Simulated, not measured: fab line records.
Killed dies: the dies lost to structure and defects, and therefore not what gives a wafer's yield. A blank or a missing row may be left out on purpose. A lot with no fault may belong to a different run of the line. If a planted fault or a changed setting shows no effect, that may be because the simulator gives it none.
Split-lot experiment -- flow n5Finfet -- on a route of 1938 steps: 7 lots, 21 wafers read

## THE SPLIT
At N5_BEOL_M8_EXPOSE_25 (exposes mask V7, target cd 40 nm), the setting doseMj was moved away from the recipe's 42.5 on 9 of the 21 wafers read, by -6.3% to +6.8%. The other wafers ran this setting at the recipe's value.

## FROM THE SPLIT TO THE READING: what the file shows between them, 2 steps
- N5_BEOL_M8_PEB_26: peb time 60 s
- N5_BEOL_M8_DEVELOP_27: develop time 30 s

## THE READING
cdNm, in nm, at N5_BEOL_M8_CD_MEAS_28 (target cd 40 nm). A value of 39.99 nm with a standard deviation of 0.26 nm is what fault-free wafers of this fab line usually give.

wafer,"tool, chamber at the split",doseMj as run,against the recipe,"cdNm, nm",against lot-mates on the recipe
L084.3,"euvScanner-02, 0",45.15,+6.2%,40.85,+0.70
L084.4,"euvScanner-02, 0",42.5,recipe,40.15,-
L084.5,"euvScanner-02, 0",45.15,+6.2%,41.20,+1.05
L086.3,"euvScanner-01, 0",43.55,+2.5%,40.26,+0.06
L086.5,"euvScanner-01, 0",42.5,recipe,40.20,-
L086.6,"euvScanner-01, 0",43.55,+2.5%,40.37,+0.17
L090.3,"euvScanner-02, 0",42.5,recipe,40.28,-
L090.4,"euvScanner-02, 0",42.5,recipe,39.75,-
L090.6,"euvScanner-02, 0",41.65,-2.0%,39.68,-0.34
L089.1,"euvScanner-02, 0",45.38,+6.8%,41.17,+1.18
L089.2,"euvScanner-02, 0",45.38,+6.8%,41.31,+1.32
L089.6,"euvScanner-02, 0",42.5,recipe,39.99,-
L091.3,"euvScanner-01, 0",39.84,-6.3%,38.15,-1.67
L091.4,"euvScanner-01, 0",39.84,-6.3%,38.28,-1.54
L091.6,"euvScanner-01, 0",42.5,recipe,39.82,-
L094.1,"euvScanner-01, 0",42.5,recipe,40.41,-
L094.2,"euvScanner-01, 0",42.5,recipe,40.22,-
L094.5,"euvScanner-01, 0",42.5,recipe,40.18,-
L097.1,"euvScanner-01, 0",42.5,recipe,39.83,-
L097.2,"euvScanner-01, 0",42.5,recipe,39.87,-
L097.6,"euvScanner-01, 0",42.5,recipe,39.82,-

THE FIT
A straight line over all 21 wafers: cdNm changes by +0.21 nm for each +1% of doseMj; r = +0.95; the points scatter about the line by 0.26 nm.
The same after taking each lot's own level away (the mean of its wafers on the recipe; 21 wafers): +0.193 nm for each +1%; r = +0.96; scatter 0.21 nm.
That fit puts the effect of the largest move of doseMj on the reading at 1.3 nm.
Across the lots, their own levels run from 39.820 to 40.270 nm, a range of 1.7 times the standard deviation given above.
So the lot-to-lot level changes the slope little: the two slopes agree.
Check: with one of the wafers moved furthest among these (+6.8%) left out of the fit, the line predicts +1.2 nm for it against its lot-mates. It came out at +1.18 nm against them.

## ADDITIONAL SPLITS CARRIED BY THESE WAFERS
Other splits were also applied to these wafers ahead of the reading. Each is held against what the fit with the lots' levels taken away leaves over:
other split on the same wafers,wafers away from the commonest value,r with cdNm (lot level and that fit taken away)
N5_BEOL_M6_COAT_22 spinRpm,7,+0.18
N5_BEOL_M8_COAT_22 spinRpm,7,+0.09

## THE WHOLE CHAIN: every reading that the file lists as answering this split, in the file's order
step,what it does,reading,change (the file's fit),r (the file's)
N5_BEOL_M8_CD_MEAS_28,target cd 40 nm,cdNm,+0.186 nm for each +1% of the setting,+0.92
N5_BEOL_M8_DESCUM_33,"chemistry O2, time 7 s","BEOL_M8.cdNm (the simulator's own value, which no gauge read)",+0.194 nm for each +1% of the setting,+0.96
N5_BEOL_M8_ETCH_65,"etches SiARC in CF4, target depth 15.6 nm, time 26 s","BEOL_M8.cdNm (the simulator's own value, which no gauge read)",+0.2 nm for each +1% of the setting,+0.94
N5_BEOL_M8_VIA_ETCH_34,"etches SiCOH lowk in C4F6/O2, target depth 125.5 nm, time 50.5 s","BEOL_M8.cdNm (the simulator's own value, which no gauge read)",+0.227 nm for each +1% of the setting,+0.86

## THE FILE'S OWN FIT
cdNm changes by +0.186 nm for each +1% of doseMj, r = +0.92.
